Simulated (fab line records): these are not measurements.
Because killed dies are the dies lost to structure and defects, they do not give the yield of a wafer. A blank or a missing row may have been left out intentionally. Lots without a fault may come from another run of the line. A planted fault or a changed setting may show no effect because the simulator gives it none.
fab line records ; flow n5_finfet
record: lots: 6; wafers: 18; last_day: 18
route steps=1938 shown BEOL_M3@968 BEOL_M4@1111 PASSIVATION@1936
lots that met no fault: from a run of the same line without faults
start_h: start of the lot's first displayed wafer, in hours after the record's first day ; wait_h: hours from the lot's prior step to this one ; " same as the row above ; L1.1+2: a single row standing in for several wafers ; - value missing, or start not given ; * or withheld: withheld ; < > ~ a bound
route shown NAME@n: a module of which the file shows steps, and the number in the route of the first ; usual: the fault-free wafers' mean and standard deviation ; same: alike in all rows ; chamber/n: place in a boat ; sites: each site's reading ; _std_site: their standard deviation ; _edge_site: mean of outer sites minus mean of inner sites ; radius_mm: how far each site lies from the wafer's centre ; mask NAME#n: copy n ; behind: the last tool/chamber to shape the wafer ; hold: why the lot was held/for how many hours/how that ended ; device: whichever transistor did not switch (one of n, p or np) ; end of line: the route-end tests of the same wafers ; a step given without rows: its recipe and nothing more ; killed: at the first sort, the dies lost to defects and structure; wafer yield is something else ; map: dies across one wafer; x = killed, . = not, _ = none there
set.NAME: setting as actually run; set.NAME@STEP: the setting as run at that earlier step ; model.NAME: the simulator's own value behind a step, which no gauge read
a table for each step, a row for each wafer; lots at some steps of the route
services: a tool's chamber out of use, with start hour (start_h, from the record's first day; less than 0 if before it), hours out, and reason
== steps ==
step: N5_BEOL_M3_INSPECT_30
recipe: mode: adi; inspect_instrument: brightfield
usual: raw_defect_count: 371/76
lot.wafer;tool;chamber;start_h;wait_h;raw_defect_count
L155.1;defect_inspect-02;-;162.76;0.1;391
L155.4;defect_inspect-02;-;162.76;0.1;317
L155.6;defect_inspect-02;-;162.76;0.1;489
L162.2;defect_inspect-02;-;209.60;0.0;289
L162.3;defect_inspect-02;-;209.60;0.0;391
L162.4;defect_inspect-02;-;209.60;0.0;278
L164.2;defect_inspect-02;-;215.48;0.0;420
L164.3;defect_inspect-02;-;215.48;0.0;379
L164.4;defect_inspect-02;-;215.48;0.0;411
L171.3;defect_inspect-02;-;255.05;0.0;318
L171.4;defect_inspect-02;-;255.05;0.0;339
L171.6;defect_inspect-02;-;255.05;0.0;264
L173.2;defect_inspect-02;-;281.11;0.0;318
L173.4;defect_inspect-02;-;281.11;0.0;347
L173.6;defect_inspect-02;-;281.11;0.0;363
L175.1;defect_inspect-01;-;282.76;0.1;298
L175.4;defect_inspect-01;-;282.76;0.1;378
L175.6;defect_inspect-01;-;282.76;0.1;280
step: N5_BEOL_M3_DESCUM_33
recipe: chemistry: O2; time_s: 7; source_power_w: 50; bias_power_w: 20; pressure_mtorr: 20; rf_frequency_hz: 2.712e+07; temp_c: 40; resist: CAR-EUV; o2_flow_sccm: 225
usual: drypump_motor_current_A: 5.5/0.52; o2_flow_sccm: 225.0/0.59; oes_product_au: 0.76/0.055; rf_vpp_V: 242.6/1.6; showerhead_plenum_p_Torr: 2.06/0.09; throttle_valve_pct: 20.35/0.16
lot.wafer;tool;chamber;start_h;wait_h;drypump_motor_current_A;o2_flow_sccm;oes_product_au;rf_hours_counter_h;rf_vpp_V;showerhead_plenum_p_Torr;throttle_valve_pct
L155.1;rie_diel-01;1;162.79;0.0;4.7;225.3;0.71;184;245.0;2.16;20.61
L155.4;rie_diel-01;2;162.79;0.0;6.3;225.1;0.73;153;242.9;2.10;20.31
L155.6;rie_diel-01;0;162.79;0.0;5.4;224.3;0.80;-;240.7;1.94;20.21
L162.2;rie_diel-02;2;209.64;0.0;5.1;225.7;0.74;168;242.2;1.99;20.28
L162.3;rie_diel-02;0;209.64;0.0;5.2;226.5;0.85;55;245.4;2.22;20.15
L162.4;rie_diel-02;3;209.64;0.0;5.9;225.5;0.77;148;243.0;2.10;20.39
L164.2;rie_diel-06;2;215.51;0.0;5.0;224.5;0.74;165;241.3;1.99;20.33
L164.3;rie_diel-06;3;215.51;0.0;5.5;225.8;0.67;241;240.1;1.98;20.38
L164.4;rie_diel-06;1;215.51;0.0;4.9;224.7;0.75;154;242.6;2.01;20.46
L171.3;rie_diel-02;0;255.55;0.5;5.2;225.5;0.84;69;245.0;2.22;20.16
L171.4;rie_diel-02;1;255.55;0.5;6.3;225.6;0.75;172;240.9;2.00;20.27
L171.6;rie_diel-02;3;255.55;0.5;5.9;225.6;0.75;-;243.4;2.09;20.42
L173.2;rie_diel-06;1;281.14;0.0;4.9;224.1;0.74;178;241.2;2.00;20.50
L173.4;rie_diel-06;3;281.14;0.0;5.5;224.2;0.97;3;243.9;2.24;20.04
L173.6;rie_diel-06;3;281.14;0.0;5.6;224.5;0.98;-;244.1;2.24;20.03
L175.1;rie_diel-02;0;282.79;0.0;5.3;224.5;0.83;76;244.9;2.21;20.18
L175.4;rie_diel-02;1;282.79;0.0;6.3;224.9;0.74;179;240.5;2.00;20.28
L175.6;rie_diel-02;0;282.79;0.0;5.3;224.8;0.83;-;244.0;2.21;20.18
step: N5_BEOL_M3_ETCH_77
recipe: chemistry: N2/H2; target: underlayer; target_depth_a: 65; mask_material: CAR-EUV; time_s: 5.2; ion_energy_ev: 200; pressure_mtorr: 30; source_w: 840; bias_w: 150; n2_flow_sccm: 200; h2_flow_sccm: 200; ends: cleared
usual: bias_w: 150.0/0.45; drypump_motor_current_A: 5.5/0.53; etch_rf_on_time_s: 5.19/0.066; oes_product_au: 0.65/0.048; rf_vpp_V: 523/3.3; showerhead_plenum_p_Torr: 2.51/0.11; throttle_valve_pct: 17.80/0.18
lot.wafer;tool;chamber;start_h;wait_h;bias_w;drypump_motor_current_A;etch_rf_on_time_s;oes_product_au;rf_hours_counter_h;rf_vpp_V;showerhead_plenum_p_Torr;throttle_valve_pct
L155.1;rie_diel-01;1;162.83;0.0;149.6;4.7;5.20;0.61;184;528;2.63;18.03
L155.4;rie_diel-01;2;162.83;0.0;149.5;6.3;5.27;0.61;153;525;2.54;17.69
L155.6;rie_diel-01;0;162.83;0.0;150.1;5.4;5.15;0.69;-;519;2.35;17.63
L162.2;rie_diel-02;2;209.67;0.0;150.6;5.1;5.22;0.62;168;522;2.43;17.82
L162.3;rie_diel-02;0;209.67;0.0;150.7;5.2;5.15;0.73;55;527;2.69;17.61
L162.4;rie_diel-02;3;209.67;0.0;150.3;5.9;5.09;0.66;148;526;2.54;17.78
L164.2;rie_diel-06;2;215.55;0.0;149.7;5.0;5.30;0.63;165;521;2.43;17.83
L164.3;rie_diel-06;3;215.55;0.0;149.5;5.6;5.30;0.58;241;520;2.40;17.93
L164.4;rie_diel-06;1;215.55;0.0;150.6;4.9;5.21;0.65;154;524;2.44;17.84
L171.3;rie_diel-02;0;255.58;0.0;149.9;5.3;5.16;0.72;69;528;2.69;17.62
L171.4;rie_diel-02;1;255.58;0.0;150.2;6.3;5.26;0.65;172;520;2.43;17.76
L171.6;rie_diel-02;3;255.58;0.0;150.6;5.9;5.14;0.64;-;523;2.53;17.78
L173.2;rie_diel-06;1;281.18;0.0;149.3;4.9;5.21;0.64;178;520;2.43;17.87
L173.4;rie_diel-06;3;281.18;0.0;150.1;5.5;5.17;0.84;3;527;2.72;17.55
L173.6;rie_diel-06;3;281.18;0.0;150.1;5.6;5.14;0.83;-;527;2.72;17.55
L175.1;rie_diel-02;0;282.83;0.0;150.1;5.3;5.21;0.71;76;528;2.69;17.64
L175.4;rie_diel-02;1;282.83;0.0;149.5;6.3;5.23;0.64;179;521;2.43;17.78
L175.6;rie_diel-02;0;282.83;0.0;150.8;5.3;5.24;0.71;-;527;2.69;17.64
step: N5_BEOL_M3_ETCH_69
recipe: chemistry: CF4; target: SiARC; target_depth_a: 156; mask_material: CAR-EUV; time_s: 26; ion_energy_ev: 80; pressure_mtorr: 40; source_w: 545; bias_w: 36; Ar_flow_sccm: 100; cf4_flow_sccm: 100; ends: cleared
step: N5_BEOL_M3_ALD_98
recipe: material: SiO2; target_thk_a: 25; temp_c: 100; ald_precursor_family: BDEAS; ald_co_reactant: O2-plasma; pulse_time_s: 1; co_reactant_pulse_time_s: 1; purge_time_s: 2; co_reactant_purge_time_s: 2; ald_cycles: 17; pressure_torr: 2
step: N5_BEOL_M3_ETCHBACK_99
recipe: chemistry: CHF3; target: SiO2; target_depth_a: 50; time_s: 10.4; source_w: 215; bias_w: 47; Ar_flow_sccm: 200; CHF3_flow_sccm: 12; ion_energy_ev: 100; pressure_mtorr: 30
usual: bias_w: 47.04/0.14; drypump_motor_current_A: 5.4/0.52; oes_product_au: 0.74/0.056; rf_vpp_V: 239.8/2.8; showerhead_plenum_p_Torr: 2.12/0.083; throttle_valve_pct: 17.08/0.21
lot.wafer;tool;chamber;start_h;wait_h;bias_w;drypump_motor_current_A;oes_product_au;rf_hours_counter_h;rf_vpp_V;showerhead_plenum_p_Torr;throttle_valve_pct
L155.1;rie_diel-01;2;167.12;4.2;47.04;6.3;0.73;153;241.0;2.14;16.90
L155.4;rie_diel-01;1;167.12;4.2;46.82;4.7;0.70;186;240.9;2.24;17.35
L155.6;rie_diel-01;0;167.12;4.2;46.89;5.3;0.80;-;238.9;2.00;16.88
L162.2;rie_diel-01;3;213.00;3.2;47.05;5.8;0.69;245;240.5;2.13;17.20
L162.3;rie_diel-01;0;213.00;3.2;47.07;5.4;0.78;118;238.8;2.00;16.90
L162.4;rie_diel-01;1;213.00;3.2;47.02;4.7;0.70;200;241.3;2.24;17.39
L164.2;rie_diel-01;2;228.45;12.6;47.08;6.3;0.71;172;241.7;2.14;16.92
L164.3;rie_diel-01;3;228.45;12.6;46.98;5.8;0.68;249;240.2;2.13;17.23
L164.4;rie_diel-01;1;228.45;12.6;46.93;4.7;0.69;205;241.9;2.23;17.38
L171.3;rie_diel-06;1;260.32;4.6;47.10;4.9;0.75;170;235.1;2.06;17.15
L171.4;rie_diel-06;2;260.32;4.6;46.95;5.0;0.72;-;235.8;2.06;17.13
L171.6;rie_diel-06;1;260.32;4.6;47.16;5.0;0.75;-;236.4;2.06;17.13
L175.1;rie_diel-01;1;283.80;0.8;47.23;4.7;0.68;226;241.1;2.23;17.43
L175.4;rie_diel-01;1;283.80;0.8;47.14;4.7;0.68;-;241.5;2.23;17.43
L175.6;rie_diel-01;2;283.80;0.8;47.05;6.3;0.70;-;240.1;2.13;16.96
L173.2;rie_diel-02;0;294.84;13.2;46.99;5.3;0.82;80;242.6;2.27;16.78
L173.4;rie_diel-02;2;294.84;13.2;47.29;5.1;0.71;-;240.2;2.05;17.05
L173.6;rie_diel-02;0;294.84;13.2;46.80;5.3;0.82;-;241.0;2.27;16.77
step: N5_BEOL_M3_ETCH_70
recipe: chemistry: N2/H2; target: SOC; target_depth_a: 800; overetch_a: 160; mask_material: SiARC; temp_c: 40; time_s: 120; ion_energy_ev: 200; pressure_mtorr: 30; source_w: 840; bias_w: 150; n2_flow_sccm: 200; h2_flow_sccm: 200
usual: bias_w: 150.0/0.43; drypump_motor_current_A: 5.5/0.52; oes_product_au: 0.57/0.04; rf_vpp_V: 522.6/2.9; showerhead_plenum_p_Torr: 2.50/0.098; throttle_valve_pct: 17.83/0.21
lot.wafer;tool;chamber;start_h;wait_h;bias_w;drypump_motor_current_A;oes_product_au;rf_hours_counter_h;rf_vpp_V;showerhead_plenum_p_Torr;throttle_valve_pct
L155.1;rie_diel-01;2;167.16;0.0;150.3;6.3;0.56;153;524.6;2.53;17.65
L155.4;rie_diel-01;1;167.16;0.0;149.6;4.7;0.55;186;526.9;2.63;18.00
L155.6;rie_diel-01;0;167.16;0.0;149.9;5.4;0.60;-;517.8;2.35;17.58
L162.2;rie_diel-01;3;213.04;0.0;150.1;5.8;0.53;245;522.5;2.51;18.03
L162.3;rie_diel-01;0;213.04;0.0;150.0;5.4;0.60;118;517.8;2.35;17.60
L162.4;rie_diel-01;1;213.04;0.0;149.7;4.7;0.53;200;526.4;2.62;18.04
L164.2;rie_diel-01;2;228.48;0.0;149.5;6.3;0.55;172;523.8;2.53;17.68
L164.3;rie_diel-01;3;228.48;0.0;150.0;5.8;0.53;249;522.4;2.51;18.05
L164.4;rie_diel-01;1;228.48;0.0;149.7;4.7;0.53;205;524.7;2.62;18.05
L171.3;rie_diel-06;1;260.35;0.0;150.3;5.0;0.58;170;520.5;2.43;17.83
L171.4;rie_diel-06;2;260.35;0.0;149.9;5.0;0.56;-;521.4;2.43;17.82
L171.6;rie_diel-06;1;260.35;0.0;149.8;5.0;0.58;-;520.1;2.43;17.83
L175.1;rie_diel-01;1;283.83;0.0;149.6;4.7;0.52;227;524.9;2.61;18.07
L175.4;rie_diel-01;1;283.83;0.0;149.7;4.7;0.53;-;526.4;2.61;18.08
L175.6;rie_diel-01;2;283.83;0.0;150.2;6.3;0.54;-;523.6;2.52;17.70
L173.2;rie_diel-02;0;294.88;0.0;150.0;5.2;0.63;80;528.2;2.68;17.60
L173.4;rie_diel-02;2;294.88;0.0;150.1;5.1;0.56;-;521.4;2.42;17.83
L173.6;rie_diel-02;0;294.88;0.0;149.7;5.3;0.64;-;527.7;2.68;17.59
step: N5_BEOL_M3_STRIP_71
recipe: chemistry: N2/H2; temp_c: 40; n2_flow_sccm: 200; h2_flow_sccm: 200; rf_frequency_hz: 6e+07
step: N5_BEOL_M3_STRIP_78
recipe: chemistry: N2/H2; temp_c: 40; n2_flow_sccm: 200; h2_flow_sccm: 200; rf_frequency_hz: 6e+07
step: N5_BEOL_M3_VIA_ETCH_34
recipe: chemistry: C4F6/O2; target_depth_a: 694; mask_material: SOC; pressure_mtorr: 15; ion_energy_ev: 250; taper_deg: 4; time_s: 65.9; source_w: 350; bias_w: 170; Ar_flow_sccm: 300; C4F6_flow_sccm: 10; O2_flow_sccm: 10
step: N5_BEOL_M3_STRIP_83
recipe: chemistry: C4F6/O2; resist: SiARC; rf_frequency_hz: 6e+07
step: N5_BEOL_M3_STRIP_36
recipe: chemistry: N2/H2; power_w: 450; temp_c: 40; pressure_mtorr: 20; rf_frequency_hz: 6e+07; overash_fraction: 0.3; bias_power_w: 7; h2_frac: 0.5; n2_flow_sccm: 200; h2_flow_sccm: 200
usual: drypump_motor_current_A: 5.5/0.52; oes_product_au: 0.74/0.056; rf_vpp_V: 59.2/1.4; showerhead_plenum_p_Torr: 2.50/0.098; throttle_valve_pct: 23.66/0.24
lot.wafer;tool;chamber;start_h;wait_h;drypump_motor_current_A;oes_product_au;rf_hours_counter_h;rf_vpp_V;showerhead_plenum_p_Torr;throttle_valve_pct
L155.1;rie_diel-01;2;167.32;0.0;6.3;0.73;154;60.1;2.53;23.42
L155.4;rie_diel-01;1;167.32;0.0;4.7;0.71;186;59.6;2.63;23.76
L155.6;rie_diel-01;0;167.32;0.0;5.4;0.79;-;59.2;2.35;23.44
L162.2;rie_diel-01;3;213.20;0.0;5.7;0.69;245;59.1;2.51;23.97
L162.3;rie_diel-01;0;213.20;0.0;5.4;0.77;118;59.5;2.34;23.50
L162.4;rie_diel-01;1;213.20;0.0;4.7;0.69;200;60.2;2.62;23.82
L164.2;rie_diel-01;2;228.64;0.0;6.3;0.71;173;59.9;2.52;23.45
L164.3;rie_diel-01;3;228.64;0.0;5.7;0.67;249;60.6;2.51;23.97
L164.4;rie_diel-01;1;228.64;0.0;4.7;0.70;205;58.5;2.62;23.83
L171.3;rie_diel-06;1;260.51;0.0;4.9;0.75;170;58.9;2.43;23.56
L171.4;rie_diel-06;2;260.51;0.0;5.0;0.73;-;58.3;2.42;23.56
L171.6;rie_diel-06;1;260.51;0.0;5.0;0.75;-;61.1;2.43;23.54
L175.1;rie_diel-01;1;283.99;0.0;4.7;0.68;227;61.8;2.61;23.84
L175.4;rie_diel-01;1;283.99;0.0;4.7;0.68;-;57.8;2.61;23.84
L175.6;rie_diel-01;2;283.99;0.0;6.3;0.69;-;58.2;2.51;23.47
L173.2;rie_diel-02;0;295.04;0.0;5.3;0.83;80;60.1;2.68;23.51
L173.4;rie_diel-02;2;295.04;0.0;5.1;0.73;-;57.9;2.41;23.63
L173.6;rie_diel-02;0;295.04;0.0;5.2;0.84;-;57.8;2.68;23.50
step: N5_BEOL_M3_TRENCH_ETCH_37
recipe: chemistry: C4F6/O2; target_depth_a: 555.55; target: SiOC; time_s: 29.2; ion_energy_ev: 250; pressure_mtorr: 30; source_w: 355; bias_w: 185; Ar_flow_sccm: 300; C4F6_flow_sccm: 10; O2_flow_sccm: 10
usual: O2_flow_sccm: 10.00/0.032; bias_w: 185.0/0.56; drypump_motor_current_A: 5.4/0.52; oes_product_au: 0.74/0.055; rf_vpp_V: 663/7.6; showerhead_plenum_p_Torr: 2.81/0.11; throttle_valve_pct: 20.86/0.22
lot.wafer;tool;chamber;start_h;wait_h;O2_flow_sccm;bias_w;drypump_motor_current_A;oes_product_au;rf_hours_counter_h;rf_vpp_V;showerhead_plenum_p_Torr;throttle_valve_pct
L155.1;rie_diel-01;2;167.36;-;9.99;184.9;6.3;0.73;154;666;2.83;20.64
L155.4;rie_diel-01;1;167.36;-;10.01;184.9;4.7;0.71;186;667;2.96;21.16
L155.6;rie_diel-01;0;167.36;-;9.97;185.5;5.4;0.80;-;658;2.65;20.66
L162.2;rie_diel-01;3;213.24;-;10.04;192.2;5.7;0.70;245;682;2.82;20.98
L162.3;rie_diel-01;0;213.24;-;9.94;191.6;5.4;0.80;118;678;2.65;20.68
L162.4;rie_diel-01;1;213.24;-;10.00;192.4;4.7;0.70;200;685;2.95;21.17
L164.2;rie_diel-01;2;228.68;-;10.00;193.0;6.3;0.72;173;685;2.83;20.68
L164.3;rie_diel-01;3;228.68;-;10.03;192.2;5.7;0.70;249;682;2.81;20.97
L164.4;rie_diel-01;1;228.68;-;10.00;192.4;4.7;0.70;205;686;2.95;21.17
L171.3;rie_diel-06;1;260.55;-;9.93;184.5;5.0;0.74;170;652;2.73;20.91
L171.4;rie_diel-06;2;260.55;-;9.99;184.3;5.0;0.72;-;650;2.73;20.93
L171.6;rie_diel-06;1;260.55;-;10.00;184.8;4.9;0.75;-;653;2.73;20.90
L175.1;rie_diel-01;1;284.03;-;10.01;184.7;4.7;0.67;227;666;2.94;21.21
L175.4;rie_diel-01;1;284.03;-;10.00;185.3;4.7;0.67;-;665;2.94;21.18
L175.6;rie_diel-01;2;284.03;-;10.00;185.2;6.3;0.70;-;664;2.82;20.70
L173.2;rie_diel-02;0;295.08;-;9.98;184.4;5.2;0.83;80;670;2.99;20.55
L173.4;rie_diel-02;2;295.08;-;9.98;185.2;5.1;0.72;-;663;2.72;20.80
L173.6;rie_diel-02;0;295.08;-;9.97;184.2;5.2;0.82;-;671;2.99;20.57
step: N5_BEOL_M3_ETCH_41
recipe: chemistry: CH3F/O2; target: SiCN; target_depth_a: 299; taper_deg: 2; time_s: 52.5; ion_energy_ev: 120; mask_material: TiN; pressure_mtorr: 30; source_w: 395; bias_w: 75; Ar_flow_sccm: 150; CH3F_flow_sccm: 30; O2_flow_sccm: 20
step: N5_BEOL_M4_RC_MEAS_101
usual: DIBL_N: 36.5/1.4; DIBL_P: 36.9/1.7; IOFF_N: 0.163/0.023; IOFF_P: 0.22/0.032; ION_N: 673/9; ION_P: 462/7.5; SS_N: 71.6/0.54; SS_P: 73.4/0.62; VT_N: 249.8/2.8; VT_P: -250/3.5
lot.wafer;tool;chamber;start_h;wait_h;DIBL_N[mV/V];DIBL_P[mV/V];IOFF_N[nA/um];IOFF_P[nA/um];ION_N[uA/um];ION_P[uA/um];SS_N[mV/dec];SS_P[mV/dec];VT_N[mV];VT_P[mV]
L155.1;prober-01;0;185.89;0.0;37.2;38.9;0.186;0.26;674;467;71.8;74.9;249.9;-246
L155.4;prober-01;0;185.89;0.0;37.2;39.2;0.184;0.26;680;470;71.3;74.1;250.4;-247
L155.6;prober-01;0;185.89;0.0;37.4;38.4;0.177;0.25;670;461;71.5;74.5;248.7;-246
L162.2;prober-02;0;233.51;0.2;34.9;34.0;0.129;0.20;663;449;71.3;72.5;253.5;-250
L162.3;prober-02;0;233.51;0.2;36.2;35.2;0.155;0.22;667;463;71.5;72.3;248.4;-246
L162.4;prober-02;0;233.51;0.2;34.3;33.4;0.131;0.19;678;465;70.9;72.3;249.7;-250
L164.2;prober-02;0;245.77;0.2;35.2;34.9;0.137;0.19;676;460;70.7;72.8;252.8;-253
L164.3;prober-02;0;245.77;0.2;35.3;34.9;0.141;0.20;666;461;70.8;72.9;253.7;-248
L164.4;prober-02;0;245.77;0.2;36.9;37.8;0.178;0.24;680;467;71.6;73.4;248.0;-251
L171.3;prober-01;0;278.24;0.3;34.9;37.1;0.153;0.22;675;473;71.8;73.9;251.9;-244
L171.4;prober-01;0;278.24;0.3;35.1;36.5;0.143;0.22;672;464;72.2;73.9;255.5;-249
L171.6;prober-01;0;278.24;0.3;34.1;35.7;0.139;0.20;670;467;70.9;72.9;253.1;-249
L175.1;prober-02;0;303.67;0.0;36.8;35.8;0.174;0.24;670;468;71.3;73.7;247.3;-249
L175.4;prober-02;0;303.67;0.0;36.5;34.9;0.172;0.23;662;455;72.4;73.5;248.9;-249
L175.6;prober-02;0;303.67;0.0;35.4;34.1;0.147;0.22;671;462;71.2;72.8;249.3;-249
L173.2;prober-01;0;307.80;0.2;33.6;33.8;0.129;0.17;665;462;70.9;72.0;249.9;-254
L173.4;prober-01;0;307.80;0.2;34.3;35.2;0.147;0.19;677;464;70.7;73.3;246.3;-250
L173.6;prober-01;0;307.80;0.2;32.6;33.7;0.118;0.17;672;468;70.5;72.9;253.8;-254
step: N5_PASSIVATION_PROBE_49
usual: defect_limited_yield: 91.2/1.4; killed_at_M0_to_M3: 35/11; killed_at_M4_up: 12/4.2; killed_at_contacts: 13/5.6; killed_at_front_end: 40/12; killed_at_other: 3.3/2.6; killed_dies: 103/17; killed_open: 68/12; killed_short: 34/7.6; sort_bin_5_function: 5.1/0.95; sort_bin_6_memory: 3.3/0.68; sort_n_pass: 1077/17; sort_yield_pct: 91.2/1.4
same: gross_dies: 1180; killed_at_back_side: 0; sort_bin_4_leakage[%]: 0; sort_bin_8_speed[%]: 0
lot.wafer;tool;chamber;start_h;wait_h;defect_limited_yield[%];killed_at_M0_to_M3;killed_at_M4_up;killed_at_contacts;killed_at_front_end;killed_at_other;killed_dies;killed_open;killed_short;sort_bin_5_function[%];sort_bin_6_memory[%];sort_n_pass;sort_yield_pct[%]
L164.2;prober-02;-;339.96;0.1;90.1;46;16;8;45;2;117;77;36;5.2;3.7;1063;90.1
L164.3;prober-02;-;340.01;0.1;90.7;32;18;12;45;3;110;61;44;5.7;3.0;1070;90.7
L164.4;prober-02;-;340.06;0.2;90.9;44;10;18;30;5;107;67;39;5.3;3.3;1073;90.9
killed by level:class
L164.2 STI_FIN_REVEAL:geometric_particle:open=12 BEOL_M2:geometric_particle:open=12 BEOL_M1:geometric_particle:open=9 BEOL_M4:geometric_particle:open=9 MOL_CONTACT_COAG:geometric_particle:open=7 BEOL_M0_SAQP:geometric_particle:short=7 BEOL_M0_SAQP:geometric_particle:open=7 FIN_SAQP:geometric_particle:open=6
L164.3 BEOL_M0_SAQP:geometric_particle:short=10 MOL_CONTACT_COAG:geometric_particle:open=9 STI_FIN_REVEAL:geometric_particle:open=8 ILD0:geometric_particle:short=6 BEOL_M5:geometric_particle:open=6 DUMMY_GATE:geometric_particle:open=5 GATE_CUT:geometric_particle:short=5 BEOL_M0_SAQP:geometric_particle:open=5
L164.4 BEOL_M0_SAQP:geometric_particle:short=20 MOL_CONTACT_COAG:geometric_particle:open=17 BEOL_M0_SAQP:geometric_particle:open=9 BEOL_M3:geometric_particle:open=8 STI_FIN_REVEAL:geometric_particle:open=5 ILD0:geometric_particle:short=5 GATE_CUT:geometric_particle:short=5 DUMMY_GATE:geometric_particle:open=4
== services ==
tool;chamber;start_h;hours;kind
rie_diel-06;0;161.86;8.2;repair
rie_diel-01;2;235.65;2.4;repair
rie_diel-01;3;236.99;5.4;repair
rie_diel-01;3;242.70;-;clean
rie_diel-01;3;242.70;-;consumable_replace:esc
rie_diel-01;3;242.70;-;consumable_replace:focus_ring
rie_diel-01;3;242.70;18.6;scheduled_down
rie_diel-01;3;242.70;18.6;vent_cycle
rie_diel-06;3;247.21;-;clean
rie_diel-06;3;247.21;-;consumable_replace:focus_ring
rie_diel-06;3;247.21;-;consumable_replace:showerhead
rie_diel-06;3;247.21;23.3;scheduled_down
rie_diel-06;3;247.21;23.3;vent_cycle
rie_diel-01;0;277.94;1.8;repair
rie_diel-01;3;279.67;7.2;repair
rie_diel-02;3;292.71;8.2;repair
== key ==
first_sign: step: N5_BEOL_M3_TRENCH_ETCH_37; reading: bias_w; direction: up; sigmas: 13; usual: *; struck: *
effect: step: N5_BEOL_M3_TRENCH_ETCH_37; reading: rf_vpp_V; direction: up; sigmas: 2.6; usual: 663; struck: 683
met_at N5_BEOL_M3_TRENCH_ETCH_37
struck_wafers L162.2,L162.3,L162.4,L164.2,L164.3,L164.4
onset_between 167.36 213.24
fault: kind: process_parameter_drift; tool: rie_diel-01; chamber: -; onset_h: 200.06; steps: N5_BEOL_M3_TRENCH_ETCH_37; channel: bias_w; offset: *; shape: step; end_h: 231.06; acts_in: *; stated: *
